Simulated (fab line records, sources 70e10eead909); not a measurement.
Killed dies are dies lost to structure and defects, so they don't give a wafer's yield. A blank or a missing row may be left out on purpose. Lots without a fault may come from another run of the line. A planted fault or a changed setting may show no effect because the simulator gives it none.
Chamber matching | flow nand_harc | NHARC_A_CHANNEL_FILL_D1_ALD_16 on ald_hk-03: 4 sister chambers
The step deposits SiO2, target thk 1.5 nm, pulse time 10 s, ald cycles 15. 20 wafers are shown with their chamber, then 10 later ones without.

WAFERS WITH THEIR CHAMBER
wafer  | chamber | heater_power_w (W) | precursor_pulse_height_rel
L078.1 | 2       | 528                | 0.991
L078.3 | 1       | 541                | 0.994
L078.6 | 0       | 475                | 1.024
L079.1 | 1       | 544                | 0.980
L079.4 | 3       | 408                | 0.945
L079.5 | 1       | 533                | 1.022
L081.2 | 2       | 538                | 1.007
L081.3 | 0       | 474                | 0.996
L081.4 | 3       | 416                | 0.983
L083.3 | 1       | 539                | 1.046
L083.5 | 0       | 485                | 0.982
L083.6 | 1       | 527                | 0.994
L087.1 | 0       | 483                | 0.998
L087.5 | 3       | 414                | 0.993
L087.6 | 2       | 548                | 0.980
L089.1 | 1       | 524                | 1.026
L089.5 | 0       | 489                | 1.000
L089.6 | 3       | 406                | 1.012
L090.1 | 1       | 537                | 0.990
L090.2 | 3       | 411                | 1.014

SIGNATURES (means of the wafers above)
reading                    | chamber 0 | chamber 1 | chamber 2 | chamber 3 | scatter within a chamber
heater_power_w             | 481.20    | 535.00    | 538.00    | 411.00    | 6.9
precursor_pulse_height_rel | 1.00000   | 1.00743   | 0.99267   | 0.98940   | 0.0222
Rule: a wafer's distance from a chamber is the root of the sum, over the readings, of the square of ((its reading less the chamber's mean) divided by the reading's scatter). The wafer belongs to the nearest chamber; if the next one is less than 2 further off, it can't be placed. The scatter: the root of (the sum of the squares of (reading less its chamber's mean) over the shown wafers, divided by (wafers less chambers)).

WAFERS WITHOUT THEIR CHAMBER
wafer  | heater_power_w (W) | precursor_pulse_height_rel
L090.5 | 547                | 0.987
L091.2 | 536                | 0.981
L091.4 | 422                | 0.963
L091.5 | 475                | 1.000
L095.1 | 550                | 1.014
L095.3 | 379                | 0.989
L095.4 | 545                | 1.023
L096.2 | 544                | 1.013
L096.4 | 532                | 1.021
L096.6 | 492                | 0.953

WHICH CHAMBER EACH WENT THROUGH
wafer  | from the rows above     | in truth
L090.5 | can't be placed: 2 or 1 | 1
L091.2 | can't be placed: 2 or 1 | 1
L091.4 | 3                       | 3
L091.5 | 0                       | 0
L095.1 | can't be placed: 2 or 1 | 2
L095.3 | 3                       | 3
L095.4 | can't be placed: 1 or 2 | 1
L096.2 | can't be placed: 2 or 1 | 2
L096.4 | can't be placed: 1 or 2 | 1
L096.6 | 0                       | 0
Placed correctly: 4 of 10. Can't be placed from these rows: 6 (the true chamber is among the candidates in 6). Placed wrongly: 0.
